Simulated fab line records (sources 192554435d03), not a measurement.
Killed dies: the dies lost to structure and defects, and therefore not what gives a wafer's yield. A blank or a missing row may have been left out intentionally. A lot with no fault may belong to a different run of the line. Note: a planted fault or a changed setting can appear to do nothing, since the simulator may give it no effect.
The same fault as seen by 2 desks || flow n5_finfet || numbers are kept per desk, each desk with only its own; the story behind them comes last

## DESK OF THE TOOL OWNER: rie_diel-03
The tool's own readings at N5_SD_EPI_P_ETCHBACK_46 (etches SiNx in CH3F/O2, stops on SiO2, target depth 17.5 nm): means of the sampled wafers that have a number, for each lot that ran on this tool. Marked OUT: a lot whose mean sits more than 4 standard deviations from the usual mean, which makes it out of limits; the brackets give that distance.
Columns: A = drypump_motor_current_A at N5_SD_EPI_P_ETCHBACK_46, usual 5.88 A; B = oes_product_au at N5_SD_EPI_P_ETCHBACK_46, usual 0.67 a.u.; C = rf_vpp_V at N5_SD_EPI_P_ETCHBACK_46, usual 295 V; D = showerhead_plenum_p_Torr at N5_SD_EPI_P_ETCHBACK_46, usual 2.01 Torr; E = throttle_valve_pct at N5_SD_EPI_P_ETCHBACK_46, usual 16.27 %
{"lot": "L253", "first seen here": "day 3 06:36", "A": 5.67, "B": 0.64, "C": 303, "D": 1.99, "E": 16.39}
{"lot": "L254", "first seen here": "day 3 11:59", "A": 5.68, "B": 0.65, "C": 302, "D": 1.99, "E": 16.40}
{"lot": "L260", "first seen here": "day 5 00:22", "A": 5.89, "B": 0.65, "C": 294, "D": 2.05, "E": 16.20}
{"lot": "L266", "first seen here": "day 6 14:09", "A": 5.87, "B": 0.65, "C": 292, "D": 2.00, "E": 16.30}
{"lot": "L268", "first seen here": "day 7 00:34", "A": 5.75, "B": 0.59, "C": 294, "D": 1.98, "E": 16.48}
{"lot": "L271", "first seen here": "day 7 19:35", "A": 5.80, "B": 0.56, "C": 301, "D": 2.00, "E": 16.28}
This desk's verdict: no lot among the 6 shows anything out of limits.

## THE DEFECT DESK
Lot by lot, what the route's inspections counted, given as the mean of those sampled wafers with a number. Marked OUT: a lot whose mean sits more than 4 standard deviations from the usual mean, which makes it out of limits; the brackets give that distance.
Columns: A = raw_defect_count at N5_SD_EPI_N_INSPECT_26, usual 196
{"lot": "L253", "first seen here": "day 3 05:42", "A": 222}
{"lot": "L254", "first seen here": "day 3 11:05", "A": 189}
{"lot": "L255", "first seen here": "day 3 21:13", "A": 141}
{"lot": "L256", "first seen here": "day 3 22:04", "A": 226}
{"lot": "L258", "first seen here": "day 4 10:38", "A": 199}
{"lot": "L260", "first seen here": "day 4 23:28", "A": 222}
{"lot": "L266", "first seen here": "day 6 13:09", "A": 208}
{"lot": "L268", "first seen here": "day 6 23:40", "A": 232}
{"lot": "L271", "first seen here": "day 7 18:19", "A": 276}
{"lot": "L275", "first seen here": "day 8 20:11", "A": 223}
{"lot": "L276", "first seen here": "day 8 22:34", "A": 244}
This desk's verdict: no lot among the 11 shows anything out of limits.

## TAKEN TOGETHER
The tool owner's desk saw nothing out of limits.
Nothing out of limits was seen by the defect desk.

## WHAT WAS PUT IN BY THE SIMULATOR
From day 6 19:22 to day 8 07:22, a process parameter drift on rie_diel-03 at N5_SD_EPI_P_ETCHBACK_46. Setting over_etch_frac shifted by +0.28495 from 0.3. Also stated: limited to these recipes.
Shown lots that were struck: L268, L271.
